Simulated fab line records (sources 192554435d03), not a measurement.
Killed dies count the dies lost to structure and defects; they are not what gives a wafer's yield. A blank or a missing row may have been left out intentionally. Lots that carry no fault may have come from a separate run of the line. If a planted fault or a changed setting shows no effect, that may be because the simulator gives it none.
Split-lot experiment	flow n5-finfet	on a route of 1938 steps: 7 lots, 21 wafers read

== SPLIT DETAILS ==
At N5_BEOL_M11_ETCH_62 (etches SOC in N2/H2, target depth 110 nm, overetch 22 nm, time 165 s), the setting time-s was moved away from the recipe's 165 s on 5 of the 21 wafers read, by -20.6% to +20.1%. This setting was run at the recipe's value on the other wafers.

The split's own step is where the reading is taken.

== THE READING ==
SiARC_of_BEOL_M11_COAT_60.thk-nm (the simulator's own value, which no gauge read), in nm, at N5_BEOL_M11_ETCH_62 (etches SOC in N2/H2, target depth 110 nm, overetch 22 nm, time 165 s). No usual value for it is given in the file. The 16 wafers here that ran the recipe average 23.6 nm, standard deviation 0.29 nm.

wafer	tool, chamber at the split	time-s as run, s	against the recipe	SiARC_of_BEOL_M11_COAT_60.thk-nm, nm	against lot-mates on the recipe
L075.1	rie-diel-05, 3	165	recipe	23	-
L075.3	rie-diel-05, 0	165	recipe	23.8	-
L075.4	rie-diel-05, 1	198.2	+20.1%	22	-1.4
L078.2	rie-diel-05, 0	165	recipe	24	-
L078.4	rie-diel-05, 0	165	recipe	23.8	-
L078.5	rie-diel-05, 3	185.8	+12.6%	22.2	-1.7
L077.2	rie-diel-06, 3	165	recipe	24.2	-
L077.3	rie-diel-06, 1	165	recipe	23.8	-
L077.4	rie-diel-06, 2	165	recipe	24	-
L081.3	rie-diel-01, 0	165	recipe	23.4	-
L081.6	rie-diel-01, 0	165	recipe	23.4	-
L081.4	rie-diel-01, 2	131	-20.6%	24.8	+1.4
L079.3	rie-diel-06, 2	165	recipe	23.6	-
L079.4	rie-diel-06, 0	165	recipe	23.4	-
L079.6	rie-diel-06, 3	165	recipe	23.8	-
L082.2	rie-diel-05, 2	187	+13.3%	23	-0.6
L082.4	rie-diel-05, 3	187	+13.3%	22	-1.6
L082.5	rie-diel-05, 1	165	recipe	23.6	-
L088.3	rie-diel-01, 0	165	recipe	23.6	-
L088.5	rie-diel-01, 1,0	165	recipe	23.4	-
L088.6	rie-diel-01, 1,0	165	recipe	23.4	-
When a row names more than one chamber, that row covers several wafers, and the file does not tell which wafer ran in which chamber.

FIT RESULTS
A straight line over all 21 wafers: SiARC_of_BEOL_M11_COAT_60.thk-nm changes by -0.0767 nm for each +1% of time-s; r = -0.88; the points scatter about the line by 0.34 nm.
The same after taking each lot's own level away (the mean of its wafers on the recipe; 21 wafers): -0.0791 nm for each +1%; r = -0.91; scatter 0.29 nm.
On that fit, the largest move of time-s shifts the reading by 1.6 nm.
Measured against the standard deviation above, the lots' own levels, which go from 23.40 to 24.00 nm, span 2.0 times it.
Hence the lot-to-lot level has little effect on the slope; both slopes agree.
Check: +1.74 nm against its lot-mates is what the line predicts for one of the wafers moved furthest among these (-20.6%) when that wafer is left out of the fit. Against them it came out at +1.4 nm.

== FURTHER SPLITS ON THESE WAFERS ==
Note: prior to the reading, these wafers also went through further splits. Each is held against what the fit with the lots' levels taken away leaves over:
other split on the same wafers	wafers away from the commonest value	r with SiARC_of_BEOL_M11_COAT_60.thk-nm (lot level and that fit taken away)
N5_BEOL_M7_TRENCH_ETCH_37 time-s	11	+0.24
N5_BEOL_M7_ETCH_41 source-w	7	-0.03
N5_BEOL_M9_COAT_60 spin-rpm	6	+0.36
N5_BEOL_M9_COAT_05 spin-rpm	10	+0.05
N5_BEOL_M9_EXPOSE_25 dose-mj	5	+0.27
N5_BEOL_M10_TRENCH_ETCH_37 bias-w	7	-0.02
N5_BEOL_M10_ETCH_41 source-w	8	-0.27

== THE FILE'S OWN FIT ==
SiARC_of_BEOL_M11_COAT_60.thk-nm changes by -0.0798 nm for each +1% of time-s, r = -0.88.
